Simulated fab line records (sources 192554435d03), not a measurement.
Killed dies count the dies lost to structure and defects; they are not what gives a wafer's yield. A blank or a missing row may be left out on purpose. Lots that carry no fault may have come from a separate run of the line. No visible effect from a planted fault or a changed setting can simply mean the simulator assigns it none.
Matching of chambers + flow n5-finfet + N5_BEOL_M2_PECVD_72 on pecvd-03 has 3 sister chambers
The step deposits SiO2 from TEOS/O2, target thk 16 nm, time 18 s. 6 wafers are shown with their chamber, then 12 later ones without.

## WAFERS PAIRED WITH THEIR CHAMBERS
| wafer  | chamber | showerhead-plenum-p-Torr (Torr) | throttle-valve-pct (%) |
|--------|---------|---------------------------------|------------------------|
| L085.5 | 1       | 8.84                            | 22.2                   |
| L089.2 | 2       | 8.82                            | 22.0                   |
| L089.3 | 1       | 8.85                            | 22.1                   |
| L090.2 | 2       | 8.84                            | 22.0                   |
| L090.3 | 0       | 8.74                            | 23.0                   |
| L090.4 | 0       | 8.72                            | 23.0                   |

## WAFERS WHOSE CHAMBER IS MISSING
| wafer  | showerhead-plenum-p-Torr (Torr) | throttle-valve-pct (%) |
|--------|---------------------------------|------------------------|
| L091.3 | 8.81                            | 22.0                   |
| L091.4 | 8.81                            | 22.0                   |
| L091.6 | 8.76                            | 23.0                   |
| L092.1 | 8.76                            | 23.0                   |
| L092.2 | 8.85                            | 22.1                   |
| L092.5 | 8.72                            | 22.5                   |
| L095.1 | 8.80                            | 22.1                   |
| L095.4 | 8.82                            | 22.1                   |
| L095.5 | 8.84                            | 22.2                   |
| L097.1 | 8.83                            | 22.1                   |
| L097.3 | 8.76                            | 23.0                   |
| L097.5 | 8.83                            | 22.1                   |

## CHAMBER TAKEN BY EACH
| wafer  | from the rows above     | in truth                   |
|--------|-------------------------|----------------------------|
| L091.3 | 2                       | 2                          |
| L091.4 | 2                       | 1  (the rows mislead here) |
| L091.6 | 0                       | 0                          |
| L092.1 | 0                       | 0                          |
| L092.2 | can't be placed: 1 or 2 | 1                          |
| L092.5 | can't be placed: 0 or 1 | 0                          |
| L095.1 | can't be placed: 2 or 1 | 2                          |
| L095.4 | can't be placed: 1 or 2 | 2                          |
| L095.5 | 1                       | 1                          |
| L097.1 | can't be placed: 1 or 2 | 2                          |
| L097.3 | 0                       | 0                          |
| L097.5 | can't be placed: 1 or 2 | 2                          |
Correctly placed: 5 of 12. From these rows, 6 cannot be placed; in 6 the true chamber is one of the candidates. Wrongly placed: 1.
How it was worked out, from the rows above alone: a wafer's distance from a chamber is the root of the sum, over the readings, of the square of ((its reading less the chamber's mean) divided by the reading's scatter). If the next closest chamber is less than 2 further off than the closest, the wafer can't be placed; otherwise it belongs to the closest. A chamber's mean is the mean of its shown wafers. The scatter: the root of (the sum of the squares of (reading less its chamber's mean) over the shown wafers, divided by (wafers less chambers)).
